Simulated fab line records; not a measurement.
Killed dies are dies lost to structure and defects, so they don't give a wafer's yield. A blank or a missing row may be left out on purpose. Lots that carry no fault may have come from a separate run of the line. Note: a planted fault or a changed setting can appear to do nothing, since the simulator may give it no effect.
Chamber matching + flow nand-harc + 4 sister chambers for NHARC_A_CHANNEL_FILL_D1_ALD_16 on ald-hk-04
The step deposits SiO2, target thk 1.5 nm, pulse time 10 s, ald cycles 15. 7 wafers are shown with their chamber, then 7 later ones without.

WAFERS WITH THEIR CHAMBER
| wafer  | chamber | heater-power-w (W) | precursor-pulse-height-rel |
|--------|---------|--------------------|----------------------------|
| L075.3 | 0       | 434                | 0.995                      |
| L081.2 | 0       | 442                | 0.997                      |
| L082.4 | 2       | 466                | 0.998                      |
| L083.5 | 3       | 482                | 0.984                      |
| L083.6 | 2       | 457                | 0.987                      |
| L086.2 | 1       | 509                | 1.010                      |
| L086.4 | 3       | 466                | 0.967                      |

WAFERS MISSING THEIR CHAMBER
| wafer  | heater-power-w (W) | precursor-pulse-height-rel |
|--------|--------------------|----------------------------|
| L086.6 | 457                | 1.023                      |
| L085.4 | 469                | 1.010                      |
| L085.5 | 466                | 0.988                      |
| L085.6 | 459                | 1.006                      |
| L093.1 | 499                | 1.023                      |
| L093.2 | 452                | 1.019                      |
| L093.5 | 466                | 0.980                      |

CHAMBER TAKEN BY EACH
| wafer  | from the rows above          | in truth |
|--------|------------------------------|----------|
| L086.6 | can't be placed: 2 or 0      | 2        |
| L085.4 | can't be placed: 2 or 0 or 3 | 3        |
| L085.5 | can't be placed: 2 or 3      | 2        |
| L085.6 | can't be placed: 2 or 0      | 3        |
| L093.1 | 1                            | 1        |
| L093.2 | can't be placed: 0 or 2      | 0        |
| L093.5 | can't be placed: 3 or 2      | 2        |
Correctly placed: 1 of 7. Unplaceable from these rows: 6, with the true chamber sitting among the candidates in 5. Number placed wrongly: 0.
How it was worked out, from the rows above alone: a wafer's distance from a chamber is the root of the sum, over the readings, of the square of ((its reading less the chamber's mean) divided by the reading's scatter). The wafer belongs to the nearest chamber; if the next one is less than 2 further off, it can't be placed. A chamber's mean is the mean of its shown wafers. The scatter is the square root of a quotient: the sum, over the shown wafers, of each reading's squared deviation from its chamber's mean, divided by wafers minus chambers.
